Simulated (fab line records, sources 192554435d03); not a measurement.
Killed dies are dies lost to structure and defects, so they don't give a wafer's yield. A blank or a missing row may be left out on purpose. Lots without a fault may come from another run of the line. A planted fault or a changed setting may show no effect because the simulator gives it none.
Which tool did it? | flow n5_finfet | 12 lots, 36 wafers sampled, at 5 steps of a route of 1938

WHAT THE GAUGES READ, wafer by wafer
N5_BEOL_M9_CD_MEAS_11: target cd 64.1 nm.
lot  | measured     | on        | cd_nm (nm)
L074 | day 9 23:43  | cd_sem-01 | 63.7 64.7 64.6
L077 | day 10 11:19 | cd_sem-03 | 63.6 64.3 63.7
L078 | day 10 17:42 | cd_sem-02 | 64.5 64.0 64.8
L081 | day 11 12:32 | cd_sem-01 | 64.6 63.6 66.0
L082 | day 11 19:10 | cd_sem-02 | 63.0 64.1 64.8
L086 | day 12 18:17 | cd_sem-03 | 63.8 64.1 63.5
L087 | day 12 23:25 | cd_sem-03 | 64.8 64.5 63.6
L088 | day 13 20:37 | cd_sem-03 | 63.8 64.6 63.8
L091 | day 14 08:05 | cd_sem-02 | 64.4 64.9 64.7
L094 | day 14 15:29 | cd_sem-02 | 65.4 65.5 64.7
L095 | day 14 23:41 | cd_sem-02 | 64.7 64.8 65.0
L097 | day 15 06:23 | cd_sem-02 | 64.4 64.5 63.9

WHICH TOOL RAN EACH LOT (tool, then ch and the chambers of the sampled wafers, then the start)
lot  | N5_BEOL_M8_ETCH_66                 | N5_BEOL_M8_ALD_77                   | N5_BEOL_M8_SURFACE_TREAT_79  | N5_BEOL_M8_CMP_52
L074 | rie_diel-03 ch 0,2,3, day 9 18:06  | ald_metal-01 ch 0,1,2, day 9 19:30  | pvd_sputter-02, day 9 19:47  | cmp-04 ch 0,1,3, day 9 20:32
L077 | rie_diel-03 ch 1,3, day 10 06:25   | ald_metal-01 ch 0,1,3, day 10 07:37 | pvd_sputter-01, day 10 07:59 | cmp-04 ch 0,1, day 10 08:58
L078 | rie_diel-04 ch 1,2,3, day 10 10:22 | ald_metal-02 ch 0,1, day 10 11:35   | pvd_sputter-01, day 10 11:56 | cmp-04 ch 0,2,3, day 10 13:14
L081 | rie_diel-04 ch 0,1,2, day 11 07:48 | ald_metal-04 ch 0,1,3, day 11 09:02 | pvd_sputter-02, day 11 09:26 | cmp-01 ch 2,3, day 11 10:16
L082 | rie_diel-04 ch 0,1, day 11 13:20   | ald_metal-01 ch 0,1, day 11 14:36   | pvd_sputter-03, day 11 14:55 | cmp-04 ch 0,1,2, day 11 17:22
L086 | rie_diel-06 ch 1,2, day 12 10:24   | ald_metal-02 ch 1,3, day 12 11:53   | pvd_sputter-02, day 12 13:38 | cmp-01 ch 0,1, day 12 14:35
L087 | rie_diel-06 ch 2,3, day 12 17:46   | ald_metal-01 ch 0,1,2, day 12 20:00 | pvd_sputter-03, day 12 20:20 | cmp-01 ch 1,2, day 12 21:21
L088 | rie_diel-03 ch 0,2, day 13 15:19   | ald_metal-04 ch 0,3, day 13 16:43   | pvd_sputter-02, day 13 17:02 | cmp-03 ch 2,3, day 13 18:02
L091 | rie_diel-06 ch 1,2, day 14 02:06   | ald_metal-01 ch 0,2,3, day 14 03:19 | pvd_sputter-03, day 14 05:02 | cmp-03 ch 0,1,2, day 14 06:01
L094 | rie_diel-04 ch 1,2, day 14 11:13   | ald_metal-04 ch 0,1,3, day 14 12:13 | pvd_sputter-02, day 14 12:36 | cmp-04 ch 1,3, day 14 13:49
L095 | rie_diel-03 ch 0,1,3, day 14 17:56 | ald_metal-01 ch 2,3, day 14 19:05   | pvd_sputter-01, day 14 19:24 | cmp-04 ch 0,1, day 14 20:24
L097 | rie_diel-04 ch 2,3, day 15 00:59   | ald_metal-01 ch 0,2,3, day 15 02:07 | pvd_sputter-03, day 15 02:37 | cmp-03 ch 1,2, day 15 04:12
- N5_BEOL_M8_ETCH_66: etches SOC in N2/H2, target depth 80 nm, overetch 16 nm, time 120 s.
- N5_BEOL_M8_ALD_77: deposits TaN, target thk 2 nm, pulse time 2 s, purge time 3 s.
- N5_BEOL_M8_SURFACE_TREAT_79
- N5_BEOL_M8_CMP_52: polishes, stops on SiCOH lowk, t overpolish 6.9 s, target thk 80 nm.

THE ANSWER, worked out from the rows above alone
Rule: what is usual is taken from the lots themselves. Put in order of their means at a reading, lots are off if they are a third of the lots or fewer, leave a main group of 4 or more, and stand apart from it by a gap of 3 or more times the standard deviation of the main group's means; of several such gaps the widest counts. A main group whose means are all the same, to the digits that the tables above print for the reading, isn't used. A lot without any number at a reading at which 4 lots or more have one is off too. The other lots that the step has rows for count as sound.
No lot is off at any reading shown: from this, nothing can be told.

WHAT THE SIMULATOR HAD PUT IN
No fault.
